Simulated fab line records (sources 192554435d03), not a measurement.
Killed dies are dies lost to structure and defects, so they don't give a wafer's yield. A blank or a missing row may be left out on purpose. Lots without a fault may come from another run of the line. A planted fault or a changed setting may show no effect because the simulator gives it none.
Matching of chambers :: flow n5 finfet :: N5_BEOL_M0_SAQP_PECVD_03 on pecvd-04 has 3 sister chambers
The step deposits SiCN from 3MS/NH3, target thk 12 nm, time 21.1 s. 18 wafers are shown with their chamber, then 9 later ones without.

== WAFERS, EACH WITH ITS CHAMBER ==
wafer: L076.1
chamber: 0
throttle valve pct (%): 9.1
showerhead plenum p Torr (Torr): 3.691

wafer: L076.2
chamber: 2
throttle valve pct (%): 8.9
showerhead plenum p Torr (Torr): 3.681

wafer: L076.5
chamber: 2
throttle valve pct (%): 9.1
showerhead plenum p Torr (Torr): 3.678

wafer: L078.2
chamber: 0
throttle valve pct (%): 9.3
showerhead plenum p Torr (Torr): 3.704

wafer: L078.4
chamber: 0
throttle valve pct (%): 9.1
showerhead plenum p Torr (Torr): 3.689

wafer: L078.5
chamber: 2
throttle valve pct (%): 9.1
showerhead plenum p Torr (Torr): 3.685

wafer: L080.1
chamber: 1
throttle valve pct (%): 10.1
showerhead plenum p Torr (Torr): 3.639

wafer: L080.3
chamber: 0
throttle valve pct (%): 9.3
showerhead plenum p Torr (Torr): 3.691

wafer: L080.6
chamber: 1
throttle valve pct (%): 10.2
showerhead plenum p Torr (Torr): 3.646

wafer: L088.1
chamber: 0
throttle valve pct (%): 9.3
showerhead plenum p Torr (Torr): 3.685

wafer: L088.2
chamber: 1
throttle valve pct (%): 10.1
showerhead plenum p Torr (Torr): 3.640

wafer: L088.3
chamber: 2
throttle valve pct (%): 9.3
showerhead plenum p Torr (Torr): 3.675

wafer: L088.4
chamber: 1
throttle valve pct (%): 10.0
showerhead plenum p Torr (Torr): 3.644

wafer: L088.5
chamber: 0
throttle valve pct (%): 9.3
showerhead plenum p Torr (Torr): 3.690

wafer: L088.6
chamber: 2
throttle valve pct (%): 9.1
showerhead plenum p Torr (Torr): 3.674

wafer: L089.1
chamber: 2
throttle valve pct (%): 9.1
showerhead plenum p Torr (Torr): 3.692

wafer: L089.3
chamber: 1
throttle valve pct (%): 10.0
showerhead plenum p Torr (Torr): 3.643

wafer: L089.4
chamber: 0
throttle valve pct (%): 9.3
showerhead plenum p Torr (Torr): 3.700

SIGNATURES, as means of the wafers listed above
reading: throttle valve pct
chamber 0: 9.243
chamber 1: 10.080
chamber 2: 9.100
scatter within a chamber: 0.105

reading: showerhead plenum p Torr
chamber 0: 3.69286
chamber 1: 3.64240
chamber 2: 3.68083
scatter within a chamber: 0.00595
Rule: for a wafer and a chamber, the distance is found by dividing, reading by reading, the gap between the wafer's reading and the chamber's mean by the reading's scatter, squaring, summing and taking the root. If the next closest chamber is less than 2 further off than the closest, the wafer can't be placed; otherwise it belongs to the closest. How the scatter is found: for the shown wafers, subtract from each reading the mean of its chamber, square and add these, divide the total by (wafers less chambers), then take the root.

== WAFERS WHOSE CHAMBER IS MISSING ==
wafer: L091.3
throttle valve pct (%): 9.0
showerhead plenum p Torr (Torr): 3.673

wafer: L091.5
throttle valve pct (%): 9.5
showerhead plenum p Torr (Torr): 3.685

wafer: L091.6
throttle valve pct (%): 10.0
showerhead plenum p Torr (Torr): 3.644

wafer: L092.2
throttle valve pct (%): 9.0
showerhead plenum p Torr (Torr): 3.682

wafer: L092.5
throttle valve pct (%): 10.2
showerhead plenum p Torr (Torr): 3.650

wafer: L092.6
throttle valve pct (%): 9.5
showerhead plenum p Torr (Torr): 3.688

wafer: L096.1
throttle valve pct (%): 9.1
showerhead plenum p Torr (Torr): 3.689

wafer: L096.3
throttle valve pct (%): 9.2
showerhead plenum p Torr (Torr): 3.686

wafer: L096.5
throttle valve pct (%): 9.5
showerhead plenum p Torr (Torr): 3.694

== THE CHAMBER EACH PASSED THROUGH ==
wafer: L091.3
from the rows above: 2
in truth: 2

wafer: L091.5
from the rows above: can't be placed: 0 or 2
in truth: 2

wafer: L091.6
from the rows above: 1
in truth: 1

wafer: L092.2
from the rows above: can't be placed: 2 or 0
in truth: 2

wafer: L092.5
from the rows above: 1
in truth: 1

wafer: L092.6
from the rows above: can't be placed: 0 or 2
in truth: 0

wafer: L096.1
from the rows above: can't be placed: 2 or 0
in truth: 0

wafer: L096.3
from the rows above: can't be placed: 0 or 2
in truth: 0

wafer: L096.5
from the rows above: can't be placed: 0 or 2
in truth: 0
Placed correctly: 3 of 9. Cannot be placed on the basis of these rows: 6; the candidates contain the true chamber in 6. Placed wrongly: 0.
